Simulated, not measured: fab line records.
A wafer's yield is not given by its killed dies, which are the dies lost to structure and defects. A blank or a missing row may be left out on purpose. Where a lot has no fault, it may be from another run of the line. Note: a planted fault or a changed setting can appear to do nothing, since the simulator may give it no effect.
fab line records    flow n5_finfet
record: lots: 6  wafers: 18  last_day: 17
route steps=1938 shown BEOL_M6@1258 BEOL_M7@1263 PASSIVATION@1936
lots untouched by any fault: they come from a run of this same line in which no faults occurred
start_h: start of the lot's first displayed wafer, in hours after the record's first day    wait_h: how many hours have passed since the lot's step before this one    " as in the row above    L1.1+2: one row covering several wafers at once    - either no value or no given start    * or withheld: withheld    < > ~ a bound
route shown NAME@n: names a module that has steps shown in the file, with the first one's number in the route    usual: mean/standard deviation taken from wafers without a fault    same: alike in all rows    chamber/n: place in a boat    sites: each site's reading    _std_site: the standard deviation of these    _edge_site: mean of outer sites minus mean of inner sites    radius_mm: how far each site lies from the wafer's centre    mask NAME#n: copy n    behind: tool/chamber where the wafer was last shaped    hold: why the lot went on hold/how many hours it stayed there/how the hold came to an end    device: names the non-switching transistor (n, p or np)    end of line: at the end of the route, the tests of the same wafers    a step without rows: its recipe alone    killed: count of dies lost to structure and defects at first sort (not the wafer's yield)    map: per-die view of a wafer (x killed, . not killed, _ where there is no die)
set.NAME: the setting the step ran with; set.NAME@STEP: the setting that earlier step ran with    model.NAME: the simulator's own value behind a step, which no gauge read
certain route steps with their lots: each step a table, each wafer a row
services: a tool's chamber out of use, with start hour (start_h, from the record's first day; less than 0 if before it), hours out, and reason
== steps ==
step: N5_BEOL_M6_THK_MEAS_53
recipe: thk_meas_gauge: xrf  reads: Cu_of_BEOL_M6_ECD_50
usual: M6_THK: 81.5/1.9
lot.wafer  tool           chamber  start_h  wait_h  M6_THK[nm]
L602.1     film_metro-01  -        188.43   -       79.1
L602.4     "              -        "        "       80.8
L602.6     "              -        "        "       78.0
L605.1     film_metro-02  -        230.38   -       81.8
L605.3     "              -        "        "       81.1
L605.4     "              -        "        "       81.9
L608.1     film_metro-02  -        258.01   -       82.3
L608.3     "              -        "        "       82.3
L608.6     "              -        "        "       82.8
L612.1     film_metro-02  -        284.00   -       81.6
L612.2     "              -        "        "       81.7
L612.3     "              -        "        "       81.4
L617.2     film_metro-01  -        312.60   -       79.9
L617.4     "              -        "        "       80.0
L617.5     "              -        "        "       78.5
L621.1     film_metro-01  -        327.63   -       80.2
L621.4     "              -        "        "       82.4
L621.5     "              -        "        "       77.9
step: N5_BEOL_M6_PRE_CLEAN_55
recipe: gas: NH3  time_s: 15  temp_c: withheld  rf_power_w: 300
step: N5_BEOL_M6_DEP_56
recipe: material: SiCN  target_thk_a: 100  temp_c: withheld  precursor: 3MS/NH3  pressure_torr: 3  rf_w: 202  time_s: 17.5
usual: showerhead_plenum_p_Torr: 3.663/0.012  throttle_valve_pct: 9.2/0.42
lot.wafer  tool      chamber  start_h  wait_h  showerhead_plenum_p_Torr  throttle_valve_pct
L602.1     pecvd-02  0        188.49   0.0     3.661                     8.8
L602.4     "         1        "        "       3.663                     9.5
L602.6     "         2        "        "       3.640                     9.0
L605.1     pecvd-04  0        230.44   0.0     3.679                     9.2
L605.3     "         1        "        "       3.672                     9.4
L605.4     "         1        "        "       3.673                     9.2
L608.1     pecvd-04  0        258.07   0.0     3.678                     9.3
L608.3     "         2        "        "       3.664                     8.9
L608.6     "         2        "        "       3.660                     8.9
L612.1     pecvd-03  1        284.06   0.0     3.670                     9.7
L612.2     "         2        "        "       3.670                     8.6
L612.3     "         0        "        "       3.661                     10.2
L617.2     pecvd-03  0        312.66   0.0     3.660                     10.1
L617.4     "         2        "        "       3.666                     9.0
L617.5     "         0        "        "       3.655                     10.0
L621.1     pecvd-03  2        327.70   0.0     3.666                     9.1
L621.4     "         0        "        "       3.654                     10.1
L621.5     "         1        "        "       3.668                     9.2
step: N5_BEOL_M6_RS_MEAS_57
recipe: thk_meas_gauge: four-point-probe  reads: Cu_of_BEOL_M6_ECD_50+Co_of_BEOL_M6_CVD_78+TaN_of_BEOL_M6_ALD_77
usual: M6_RS: 0.285/0.0075
lot.wafer  tool           chamber  start_h  wait_h  M6_RS[ohm/sq]
L602.1     film_metro-01  -        188.56   0.1     0.297
L602.4     "              -        "        "       0.287
L602.6     "              -        "        "       0.300
L605.1     film_metro-01  -        230.51   0.1     0.284
L605.3     "              -        "        "       0.287
L605.4     "              -        "        "       0.282
L608.1     film_metro-02  -        258.14   0.1     0.279
L608.3     "              -        "        "       0.279
L608.6     "              -        "        "       0.277
L612.1     film_metro-02  -        284.13   0.1     0.281
L612.2     "              -        "        "       0.281
L612.3     "              -        "        "       0.282
L617.2     film_metro-01  -        312.73   0.1     0.291
L617.4     "              -        "        "       0.292
L617.5     "              -        "        "       0.297
L621.1     film_metro-01  -        327.76   0.1     0.289
L621.4     "              -        "        "       0.281
L621.5     "              -        "        "       0.298
step: N5_BEOL_M6_INSPECT_58
recipe: inspect_instrument: darkfield  mode: post_dep
usual: raw_defect_count: 82/27
lot.wafer  tool               chamber  start_h  wait_h  raw_defect_count
L602.1     defect_inspect-02  -        188.59   0.0     81
L602.4     "                  -        "        "       55
L602.6     "                  -        "        "       95
L605.1     defect_inspect-01  -        230.54   0.0     146
L605.3     "                  -        "        "       118
L605.4     "                  -        "        "       96
L608.1     defect_inspect-01  -        258.16   0.0     55
L608.3     "                  -        "        "       55
L608.6     "                  -        "        "       67
L612.1     defect_inspect-01  -        284.16   0.0     56
L612.2     "                  -        "        "       38
L612.3     "                  -        "        "       91
L617.2     defect_inspect-01  -        312.76   0.0     61
L617.4     "                  -        "        "       51
L617.5     "                  -        "        "       48
L621.1     defect_inspect-01  -        327.79   0.0     67
L621.4     "                  -        "        "       84
L621.5     "                  -        "        "       85
step: N5_BEOL_M7_ILD_DEP_00
recipe: material: SiCOH_lowk  target_thk_a: 1797.5  temp_c: 300  precursor: DEMS/porogen  pressure_torr: 5  rf_w: 500  time_s: 33.4
usual: heater_power_w: 298/63  showerhead_plenum_p_Torr: 5.736/0.011  susceptor_temp_C: 300.00/0.19  throttle_valve_pct: 14.2/0.76
lot.wafer  tool      chamber  start_h  wait_h  heater_power_w  showerhead_plenum_p_Torr  susceptor_temp_C  throttle_valve_pct
L602.1     pecvd-03  0        188.62   0.0     284             5.746                     299.97            15.2
L602.4     "         2        "        "       414             5.739                     299.90            13.5
L602.6     "         0        "        "       216             5.731                     299.64            15.2
L605.1     pecvd-03  1        230.57   0.0     295             5.731                     299.83            14.5
L605.3     "         2        "        "       420             5.747                     299.85            13.4
L605.4     "         2        "        "       430             5.730                     299.96            13.5
L608.1     pecvd-01  2        258.20   0.0     248             5.726                     299.93            14.1
L608.3     "         1        "        "       275             5.728                     299.78            13.9
L608.6     "         2        "        "       249             5.735                     300.07            14.1
L612.1     pecvd-03  0        284.19   0.0     276             5.733                     300.27            15.5
L612.2     "         1        "        "       328             5.744                     299.88            14.3
L612.3     "         2        "        "       391             5.747                     300.54            13.3
L617.2     pecvd-04  1        312.79   0.0     284             5.753                     300.38            14.2
L617.4     "         0        "        "       430             5.743                     299.81            13.8
L617.5     "         2        "        "       339             5.738                     299.93            13.5
L621.1     pecvd-01  1        327.83   0.0     274             5.748                     300.03            14.0
L621.4     "         0        "        "       290             5.725                     299.94            12.9
L621.5     "         1        "        "       266             5.721                     299.85            14.0
step: N5_BEOL_M7_CURE_74
recipe: temp_c: 385  time_s: 240  ambient: He/Ar  material: SiCOH_lowk
usual: lamp_power_pct: 52.32/0.053  wafer_temp_C_max: 386.8/0.62
lot.wafer  tool        chamber  start_h  wait_h  lamp_power_pct  wafer_temp_C_max
L602.1     uv_cure-01  2        188.69   0.0     52.35           386.6
L602.4     "           2        "        "       52.26           386.4
L602.6     "           2        "        "       52.36           386.7
L605.1     uv_cure-03  0        230.64   0.0     52.37           386.7
L605.3     "           0        "        "       52.26           386.2
L605.4     "           0        "        "       52.29           386.6
L608.1     uv_cure-03  2        258.26   0.0     52.30           386.2
L608.3     "           2        "        "       52.30           386.6
L608.6     "           2        "        "       52.23           386.0
L612.1     uv_cure-03  0        284.26   0.0     52.30           386.5
L612.2     "           0        "        "       52.31           386.4
L612.3     "           0        "        "       52.35           386.0
L617.2     uv_cure-03  1        312.94   0.1     52.40           387.3
L617.4     "           1        "        "       52.36           386.9
L617.5     "           1        "        "       52.24           387.1
L621.1     uv_cure-01  2        328.15   0.3     52.35           386.5
L621.4     "           2        "        "       52.24           387.2
L621.5     "           2        "        "       52.35           386.5
step: N5_BEOL_M7_THK_MEAS_01
recipe: reads: SiCOH_lowk_of_BEOL_M7_ILD_DEP_00
usual: M7_ILD_THK: 155.5/1.9
lot.wafer  tool           chamber  start_h  wait_h  M7_ILD_THK[nm]
L602.1     film_metro-01  -        189.20   0.4     153.3
L602.4     "              -        "        "       158.0
L602.6     "              -        "        "       156.7
L605.1     film_metro-02  -        231.15   0.4     156.6
L605.3     "              -        "        "       154.8
L605.4     "              -        "        "       157.3
L608.1     film_metro-01  -        258.78   0.4     156.2
L608.3     "              -        "        "       154.5
L608.6     "              -        "        "       156.6
L612.1     film_metro-02  -        284.78   0.4     153.5
L612.2     "              -        "        "       154.2
L612.3     "              -        "        "       154.0
L617.2     film_metro-01  -        313.37   0.4     154.5
L617.4     "              -        "        "       158.2
L617.5     "              -        "        "       158.4
L621.1     film_metro-02  -        328.66   0.4     153.5
L621.4     "              -        "        "       151.6
L621.5     "              -        "        "       153.8
step: N5_BEOL_M7_PECVD_70
recipe: material: SiO2  target_thk_a: 200  temp_c: 400  precursor: TEOS/O2  pressure_torr: 5.5  rf_w: 450  teos_flow_sccm: 53.8  gas: O2  flow_sccm: 3000  time_s: 22.7
step: N5_BEOL_M7_HM_DEP_02
recipe: material: TiN  target_thk_a: 200  temp_c: 25  chamber_pressure_pa: 0.49996
usual: susceptor_temp_C: 24.98/0.11  throttle_valve_pct: 30.4/1.2
lot.wafer  tool            chamber  start_h  wait_h  susceptor_temp_C  throttle_valve_pct
L602.1     pvd_sputter-02  -        190.81   1.5     25.09             31.4
L602.4     "               -        "        "       25.01             31.3
L602.6     "               -        "        "       24.87             31.5
L605.1     pvd_sputter-02  -        232.68   1.5     24.98             30.5
L605.3     "               -        "        "       24.89             31.5
L605.4     "               -        "        "       24.89             29.6
L608.1     pvd_sputter-03  -        260.94   2.1     25.22             29.7
L608.3     "               -        "        "       24.83             28.8
L608.6     "               -        "        "       25.05             29.2
L612.1     pvd_sputter-03  -        285.45   0.6     25.15             29.9
L612.2     "               -        "        "       24.82             29.6
L612.3     "               -        "        "       24.95             32.7
L617.2     pvd_sputter-01  -        314.04   0.6     25.14             31.4
L617.4     "               -        "        "       24.93             30.5
L617.5     "               -        "        "       25.09             31.2
L621.1     pvd_sputter-02  -        329.00   0.3     24.92             31.3
L621.4     "               -        "        "       25.11             29.5
L621.5     "               -        "        "       24.90             30.1
step: N5_BEOL_M7_COAT_59
recipe: resist: SOC  temp_c: 250  time_s: 60  spin_rpm: 1500  resist_thk_nm: 100
step: N5_BEOL_M7_COAT_60
recipe: resist: SiARC  temp_c: 220  time_s: 60  spin_rpm: 1500  resist_thk_nm: 35
step: N5_BEOL_M7_COAT_05
recipe: resist: CAR-ArF  spin_rpm: 1500  resist_thk_nm: 90
usual: spin_speed_rpm: 1500.1/1.2
lot.wafer  tool            chamber  start_h  wait_h  spin_speed_rpm  model.CAR-ArF_of_BEOL_M7_COAT_05.thk_nm
L602.1     litho_track-05  0        190.94   -       1502.7          90
L602.4     "               0        "        "       1499.8          90.2
L602.6     "               0        "        "       1499.8          90.2
L605.1     litho_track-04  0        232.82   -       1503.0          90
L605.3     "               0        "        "       1501.6          90.2
L605.4     "               0        "        "       1501.6          90.2
L608.1     litho_track-05  0        261.07   -       1500.1          89.8
L608.3     "               0        "        "       1501.1          89.6
L608.6     "               0        "        "       1499.6          90
L612.1     litho_track-01  0        285.58   -       1499.5          90
L612.2     "               0        "        "       1499.0          90.2
L612.3     "               0        "        "       1500.1          90
L617.2     litho_track-05  0        314.17   -       1548.4          89.2
L617.4     "               0        "        "       1548.8          89
L617.5     "               0        "        "       1552.1          88.8
L621.1     litho_track-05  0        329.13   -       1551.3          88.2
L621.4     "               0        "        "       1550.9          88.4
L621.5     "               0        "        "       1549.7          88.6
step: N5_BEOL_M7_EBR_07
recipe: solvent: PGMEA  ebr_width_mm: 1.5
step: N5_BEOL_M7_SOFTBAKE_06
recipe: temp_c: 110  time_s: 60  resist: CAR-ArF
step: N5_BEOL_M7_EXPOSE_08
recipe: mask_id: M7  na: 1.35  source_shape: dipole  sigma_inner: 0.817  sigma_outer: 0.97  polarization: te  dose_mj: 68.25
step: N5_BEOL_M7_PEB_09
recipe: peb_temp_c: withheld  peb_time_s: 60  resist: CAR-ArF
step: N5_BEOL_M7_DEVELOP_10
recipe: develop_time_s: 30  developer: TMAH  resist: CAR-ArF  rinse_liquid: diw  dry: air_spin  dev_temp_c: 23
step: N5_BEOL_M7_CD_MEAS_11
recipe: target_cd_nm: 38.5  landing_energy_ev: 500  detector: se_inlens  polarity: opening
usual: cd_nm: 38.5/0.51
lot.wafer  tool       chamber  start_h  wait_h  cd_nm
L602.1     cd_sem-03  0        191.30   -       38.2
L602.4     "          0        "        "       38.1
L602.6     "          0        "        "       38.3
L605.1     cd_sem-01  0        233.06   -       38.6
L605.3     "          0        "        "       38.8
L605.4     "          0        "        "       38.7
L608.1     cd_sem-03  0        261.44   -       38.1
L608.3     "          0        "        "       37.9
L608.6     "          0        "        "       38.1
L612.1     cd_sem-03  0        285.82   -       39.1
L612.2     "          0        "        "       39.0
L612.3     "          0        "        "       39.2
L617.2     cd_sem-02  0        314.54   -       39.6
L617.4     "          0        "        "       39.2
L617.5     "          0        "        "       38.7
L621.1     cd_sem-03  0        329.49   -       38.2
L621.4     "          0        "        "       38.8
L621.5     "          0        "        "       38.2
step: N5_BEOL_M7_OVL_MEAS_12
recipe: points_per_wafer: 44
usual: M7_OVL: -0.2/0.83
same: points_per_wafer: 44
lot.wafer  tool        chamber  start_h  wait_h  M7_OVL[nm]
L602.1     overlay-02  0        191.33   0.0     -1.0
L602.4     "           0        "        "       0.7
L602.6     "           0        "        "       1.5
L605.1     overlay-02  0        233.09   0.0     -0.6
L605.3     "           0        "        "       -0.1
L605.4     "           0        "        "       0.7
L608.1     overlay-01  0        261.47   0.0     1.1
L608.3     "           0        "        "       -0.1
L608.6     "           0        "        "       -0.2
L612.1     overlay-02  0        285.85   0.0     -1.7
L612.2     "           0        "        "       0.0
L612.3     "           0        "        "       -0.4
L617.2     overlay-02  0        314.57   0.0     0.4
L617.4     "           0        "        "       0.4
L617.5     "           0        "        "       -0.2
L621.1     overlay-01  0        329.53   0.0     -2.0
L621.4     "           0        "        "       -1.3
L621.5     "           0        "        "       -0.7
step: N5_BEOL_M7_INSPECT_13
recipe: mode: adi  inspect_instrument: brightfield
usual: raw_defect_count: 444/99
lot.wafer  tool               chamber  start_h  wait_h  raw_defect_count
L602.1     defect_inspect-01  -        191.36   0.0     544
L602.4     "                  -        "        "       482
L602.6     "                  -        "        "       533
L605.1     defect_inspect-01  -        233.11   0.0     608
L605.3     "                  -        "        "       603
L605.4     "                  -        "        "       531
L608.1     defect_inspect-01  -        261.49   0.0     428
L608.3     "                  -        "        "       273
L608.6     "                  -        "        "       408
L612.1     defect_inspect-01  -        285.87   0.0     422
L612.2     "                  -        "        "       271
L612.3     "                  -        "        "       333
L617.2     defect_inspect-01  -        314.59   0.0     377
L617.4     "                  -        "        "       429
L617.5     "                  -        "        "       347
L621.1     defect_inspect-01  -        329.55   0.0     334
L621.4     "                  -        "        "       381
L621.5     "                  -        "        "       498
step: N5_BEOL_M7_DESCUM_16
recipe: chemistry: O2  time_s: 7.9  source_power_w: 50  bias_power_w: 20  pressure_mtorr: 20  rf_frequency_hz: 2.712e+07  temp_c: 40  resist: CAR-ArF  o2_flow_sccm: 225
step: N5_BEOL_M7_ETCH_61
recipe: chemistry: CF4  target: SiARC  target_depth_a: 455  mask_material: CAR-ArF  time_s: 75.8  ion_energy_ev: 80  pressure_mtorr: 40  source_w: 545  bias_w: 36  Ar_flow_sccm: 100  cf4_flow_sccm: 100  ends: cleared
usual: drypump_motor_current_A: 5.5/0.37  etch_rf_on_time_s: 75.6/1.4  oes_product_au: 0.68/0.075  rf_vpp_V: 184.1/1.1  showerhead_plenum_p_Torr: 2.15/0.053  throttle_valve_pct: 15.62/0.24
lot.wafer  tool         chamber  start_h  wait_h  drypump_motor_current_A  etch_rf_on_time_s  oes_product_au  rf_hours_counter_h  rf_vpp_V  showerhead_plenum_p_Torr  throttle_valve_pct  model.CAR-ArF_of_BEOL_M7_COAT_05.thk_nm
L602.1     rie_diel-06  1        191.43   0.0     5.7                      75.8               0.82            4                   186.1     2.28                      15.37               50.8
L602.4     "            2        "        "       5.9                      74.4               0.67            -                   183.6     2.16                      15.68               51
L602.6     "            0        "        "       5.4                      77.6               0.61            -                   183.5     2.12                      15.85               51
L605.1     rie_diel-06  1        233.18   0.0     5.7                      75.9               0.79            17                  184.7     2.27                      15.38               50.8
L605.3     "            3        "        "       5.1                      73.2               0.82            11                  183.6     2.10                      15.48               51
L605.4     "            0        "        "       5.4                      77.4               0.61            219                 184.9     2.12                      15.87               51
L608.1     rie_diel-05  2        261.65   0.0     5.8                      74.1               0.68            122                 184.9     2.16                      15.94               50.8
L608.3     "            3        "        "       5.4                      78.6               0.63            147                 184.4     2.15                      15.43               50.6
L608.6     "            0        "        "       4.9                      77.0               0.58            -                   184.9     2.11                      15.96               51
L612.1     rie_diel-03  0        285.95   0.0     6.2                      73.8               0.76            37                  183.2     2.10                      15.32               50.6
L612.2     "            1        "        "       5.1                      75.2               0.68            111                 185.3     2.15                      15.43               50.8
L612.3     "            3        "        "       5.4                      73.5               0.63            174                 184.6     2.13                      15.92               50.8
L617.2     rie_diel-05  2        314.66   0.0     5.8                      74.6               0.67            138                 183.0     2.15                      15.98               49.8
L617.4     "            0        "        "       4.9                      76.9               0.57            250                 184.0     2.11                      15.99               49.8
L617.5     "            0        "        "       4.9                      77.2               0.57            -                   181.8     2.11                      15.96               49.6
L621.1     rie_diel-06  3        329.62   0.0     5.1                      73.0               0.77            41                  182.2     2.09                      15.54               49.2
L621.4     "            0        "        "       5.4                      76.3               0.59            -                   182.8     2.11                      15.95               49.2
L621.5     "            3        "        "       5.2                      74.0               0.76            -                   183.6     2.09                      15.53               49.4
step: N5_BEOL_M7_ETCH_62
recipe: chemistry: N2/H2  target: SOC  target_depth_a: 1100  overetch_a: 220  mask_material: SiARC  temp_c: 40  time_s: 165  ion_energy_ev: 200  pressure_mtorr: 30  source_w: 840  bias_w: 150  n2_flow_sccm: 200  h2_flow_sccm: 200
usual: drypump_motor_current_A: 5.5/0.37  oes_product_au: 0.67/0.07  rf_vpp_V: 523.9/2  showerhead_plenum_p_Torr: 2.54/0.063  throttle_valve_pct: 17.80/0.24
lot.wafer  tool         chamber  start_h  wait_h  drypump_motor_current_A  oes_product_au  rf_hours_counter_h  rf_vpp_V  showerhead_plenum_p_Torr  throttle_valve_pct
L602.1     rie_diel-06  1        191.48   0.0     5.7                      0.81            4                   525.9     2.71                      17.61
L602.4     "            2        "        "       5.8                      0.66            -                   524.3     2.56                      17.87
L602.6     "            0        "        "       5.4                      0.61            -                   524.5     2.52                      18.08
L605.1     rie_diel-06  1        233.24   0.0     5.8                      0.78            17                  528.6     2.70                      17.64
L605.3     "            3        "        "       5.2                      0.79            11                  523.2     2.48                      17.65
L605.4     "            0        "        "       5.4                      0.61            219                 523.0     2.51                      18.10
L608.1     rie_diel-05  2        261.71   0.0     5.9                      0.67            122                 524.5     2.55                      18.13
L608.3     "            3        "        "       5.4                      0.64            147                 524.1     2.54                      17.57
L608.6     "            0        "        "       4.9                      0.58            -                   523.9     2.51                      18.11
L612.1     rie_diel-03  0        286.01   0.0     6.3                      0.74            37                  521.5     2.49                      17.53
L612.2     "            1        "        "       5.1                      0.67            111                 522.8     2.56                      17.66
L612.3     "            3        "        "       5.4                      0.61            174                 524.0     2.54                      18.15
L617.2     rie_diel-05  2        314.72   0.0     5.8                      0.66            138                 525.7     2.55                      18.16
L617.4     "            0        "        "       4.9                      0.57            250                 522.3     2.50                      18.13
L617.5     "            0        "        "       4.9                      0.58            -                   522.9     2.50                      18.14
L621.1     rie_diel-06  3        329.67   0.0     5.1                      0.74            41                  522.3     2.47                      17.69
L621.4     "            0        "        "       5.4                      0.60            -                   521.8     2.50                      18.15
L621.5     "            3        "        "       5.1                      0.75            -                   522.8     2.47                      17.71
step: N5_PASSIVATION_PROBE_49
usual: defect_limited_yield: 91.2/1.4  killed_at_M0_to_M3: 34/10  killed_at_M4_up: 13/5.1  killed_at_contacts: 12/6.5  killed_at_front_end: 41/11  killed_at_other: 4/3.3  killed_dies: 104/16  killed_open: 69/13  killed_short: 33/7  sort_bin_5_function: 5.1/0.91  sort_bin_6_memory: 3.3/0.69  sort_n_pass: 1076/16  sort_yield_pct: 91.2/1.4
same: gross_dies: 1180  killed_at_back_side: 0  sort_bin_4_leakage[%]: 0  sort_bin_8_speed[%]: 0
lot.wafer  tool       chamber  start_h  wait_h  defect_limited_yield[%]  killed_at_M0_to_M3  killed_at_M4_up  killed_at_contacts  killed_at_front_end  killed_at_other  killed_dies  killed_open  killed_short  sort_bin_5_function[%]  sort_bin_6_memory[%]  sort_n_pass  sort_yield_pct[%]
L602.1     prober-01  -        274.30   0.0     89.1                     65                  11               9                   42                   2                129          89           40            6.1                     4.5                   1051         89.1
L602.4     prober-01  -        274.45   0.2     88.8                     51                  10               13                  52                   6                132          90           41            6.9                     3.8                   1048         88.8
L602.6     prober-01  -        274.55   0.3     89.9                     58                  7                20                  33                   1                119          75           44            5.8                     3.9                   1061         89.9
L608.1     prober-02  -        343.48   0.8     93.6                     20                  6                18                  27                   5                76           48           26            4.0                     2.4                   1104         93.6
L608.3     prober-02  -        343.58   0.9     91.7                     19                  13               22                  44                   0                98           63           33            5.9                     2.1                   1082         91.7
L608.6     prober-02  -        343.73   1.0     90.7                     21                  9                13                  65                   2                110          88           21            5.6                     3.7                   1070         90.7
L617.2     prober-02  -        388.26   0.1     90.4                     38                  13               17                  41                   4                113          78           35            6.4                     2.7                   1067         90.4
L617.4     prober-02  -        388.36   0.2     89.6                     26                  12               9                   68                   8                123          93           30            6.3                     3.6                   1057         89.6
L617.5     prober-02  -        388.41   0.2     89.7                     29                  12               21                  51                   9                122          79           43            6.4                     3.4                   1058         89.7
L621.1     prober-01  -        410.35   0.0     91.7                     38                  9                13                  35                   3                98           72           26            4.8                     3.2                   1082         91.7
L621.4     prober-01  -        410.50   0.2     89.8                     61                  9                5                   40                   5                120          87           33            5.6                     4.3                   1060         89.8
L621.5     prober-01  -        410.55   0.2     92.0                     39                  14               7                   31                   3                94           55           38            4.3                     3.4                   1086         92.0
killed by level:class
L602.1 BEOL_M0_SAQP:geometric_particle:open=22 STI_FIN_REVEAL:geometric_particle:open=19 BEOL_M0_SAQP:geometric_particle:short=17 BEOL_M3:geometric_particle:open=11 MOL_CONTACT_COAG:geometric_particle:open=8 BEOL_M2:geometric_particle:open=8 FIN_SAQP:geometric_particle:short=5 FIN_SAQP:geometric_particle:open=4
L602.4 STI_FIN_REVEAL:geometric_particle:open=21 BEOL_M2:geometric_particle:open=16 BEOL_M0_SAQP:geometric_particle:short=13 MOL_CONTACT_COAG:geometric_particle:open=11 FIN_SAQP:geometric_particle:open=10 GATE_CUT:geometric_particle:short=8 BEOL_M0_SAQP:geometric_particle:open=7 BEOL_M1:geometric_particle:open=7
L602.6 BEOL_M2:geometric_particle:open=15 MOL_CONTACT_COAG:geometric_particle:open=12 BEOL_M0_SAQP:geometric_particle:short=12 BEOL_M0_SAQP:geometric_particle:open=9 STI_FIN_REVEAL:geometric_particle:open=8 BEOL_M3:geometric_particle:open=8 MOL_CONTACT_COAG:geometric_particle:short=8 BEOL_M2:geometric_particle:short=6
L608.1 MOL_CONTACT_COAG:geometric_particle:open=13 MOL_CONTACT_COAG:geometric_particle:short=5 BEOL_M1:geometric_particle:open=5 FIN_SAQP:geometric_particle:open=4 STI_FIN_REVEAL:geometric_particle:open=4 GATE_CUT:geometric_particle:short=4 BEOL_M0_SAQP:geometric_particle:open=4 ILD0:geometric_particle:short=3
L608.3 MOL_CONTACT_COAG:geometric_particle:open=18 FIN_SAQP:geometric_particle:short=11 STI_FIN_REVEAL:geometric_particle:open=11 FIN_SAQP:geometric_particle:open=5 BEOL_M2:geometric_particle:open=5 BEOL_M5:geometric_particle:open=5 ILD0:geometric_particle:open=4 MOL_CONTACT_COAG:geometric_particle:short=4
L608.6 FIN_SAQP:geometric_particle:open=23 STI_FIN_REVEAL:geometric_particle:open=22 MOL_CONTACT_COAG:geometric_particle:open=10 BEOL_M1:geometric_particle:open=7 BEOL_M2:geometric_particle:open=6 FIN_SAQP:geometric_particle:short=4 STI_FIN_REVEAL:geometric_particle:short=4 BEOL_M3:geometric_particle:open=4
L617.2 MOL_CONTACT_COAG:geometric_particle:open=12 BEOL_M0_SAQP:geometric_particle:open=11 BEOL_M0_SAQP:geometric_particle:short=10 STI_FIN_REVEAL:geometric_particle:open=9 FIN_SAQP:geometric_particle:open=8 GATE_CUT:geometric_particle:short=8 BEOL_M4:geometric_particle:open=6 DUMMY_GATE:geometric_particle:open=5
L617.4 STI_FIN_REVEAL:geometric_particle:open=31 FIN_SAQP:geometric_particle:open=11 BEOL_M0_SAQP:geometric_particle:open=10 STI_FIN_REVEAL:geometric_particle:short=8 MOL_CONTACT_COAG:geometric_particle:open=8 BEOL_M4:geometric_particle:open=6 DUMMY_GATE:geometric_particle:open=5 BEOL_M0_SAQP:geometric_particle:short=5
L617.5 MOL_CONTACT_COAG:geometric_particle:open=18 GATE_CUT:geometric_particle:short=11 STI_FIN_REVEAL:geometric_particle:open=8 BEOL_M1:geometric_particle:open=7 BEOL_M2:geometric_particle:open=7 FIN_SAQP:geometric_particle:open=6 BEOL_M4:geometric_particle:open=5 DUMMY_GATE:geometric_particle:open=5
L621.1 STI_FIN_REVEAL:geometric_particle:open=13 FIN_SAQP:geometric_particle:open=11 BEOL_M1:geometric_particle:open=10 MOL_CONTACT_COAG:geometric_particle:open=9 BEOL_M0_SAQP:geometric_particle:short=6 BEOL_M2:geometric_particle:open=6 BEOL_M3:geometric_particle:open=6 MOL_CONTACT_COAG:geometric_particle:short=4
L621.4 BEOL_M2:geometric_particle:open=15 STI_FIN_REVEAL:geometric_particle:open=14 BEOL_M0_SAQP:geometric_particle:open=13 BEOL_M3:geometric_particle:open=12 BEOL_M1:geometric_particle:open=9 FIN_SAQP:geometric_particle:short=8 BEOL_M0_SAQP:geometric_particle:short=7 STI_FIN_REVEAL:geometric_particle:short=6
L621.5 BEOL_M0_SAQP:geometric_particle:open=13 BEOL_M0_SAQP:geometric_particle:short=12 FIN_SAQP:geometric_particle:short=9 BEOL_M4:geometric_particle:open=6 STI_FIN_REVEAL:geometric_particle:open=5 MOL_CONTACT_COAG:geometric_particle:open=5 BEOL_M2:geometric_particle:open=5 FIN_SAQP:geometric_particle:open=3
== services ==
tool         chamber  start_h  hours  kind
pecvd-01     -        168.97   1.6    repair
rie_diel-05  3        175.74   3.6    repair
uv_cure-01   -        180.26   2.1    pm
rie_diel-06  3        180.34   -      clean
rie_diel-06  3        180.34   -      consumable_replace:focus_ring
rie_diel-06  3        180.34   15.5   scheduled_down
rie_diel-06  3        180.34   15.5   vent_cycle
pecvd-04     -        184.15   6.0    pm
uv_cure-03   -        191.65   4.4    repair
rie_diel-03  0        209.33   4.7    repair
pecvd-03     1        210.96   3.6    repair
rie_diel-06  0        235.18   4.9    repair
pecvd-03     -        258.24   0.9    repair
uv_cure-03   -        262.03   1.3    repair
rie_diel-03  0        268.47   1.5    repair
rie_diel-05  0        280.12   21.8   repair
pecvd-03     2        284.98   11.5   repair
pecvd-04     -        288.27   0.8    pm
pecvd-02     -        307.65   14.6   pm
pecvd-01     -        308.01   1.3    repair
rie_diel-05  0        314.89   -      clean
pecvd-04     0        319.67   12.2   repair
uv_cure-03   -        324.96   13.2   repair
rie_diel-06  2        329.05   5.4    repair
== key ==
first_sign: step: N5_BEOL_M7_COAT_05  reading: spin_speed_rpm  direction: up  sigmas: 41  usual: *  struck: *
effect none on later readings
model_effect: step: N5_BEOL_M7_COAT_05  value: CAR-ArF_of_BEOL_M7_COAT_05.thk_nm  without: 90.2  struck: 88.7
model_effect: step: N5_BEOL_M7_ETCH_61  value: CAR-ArF_of_BEOL_M7_COAT_05.thk_nm  without: 50.9  struck: 49.5
met_at N5_BEOL_M7_COAT_05
struck_wafers L617.2,L617.4,L617.5,L621.1,L621.4,L621.5
onset_between 261.07 314.17
fault: kind: process_parameter_drift  tool: litho_track-05  chamber: -  onset_h: 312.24  steps: N5_BEOL_M7_COAT_05  channel: spin_rpm  offset: *  shape: step  end_h: 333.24  acts_in: *  stated: *
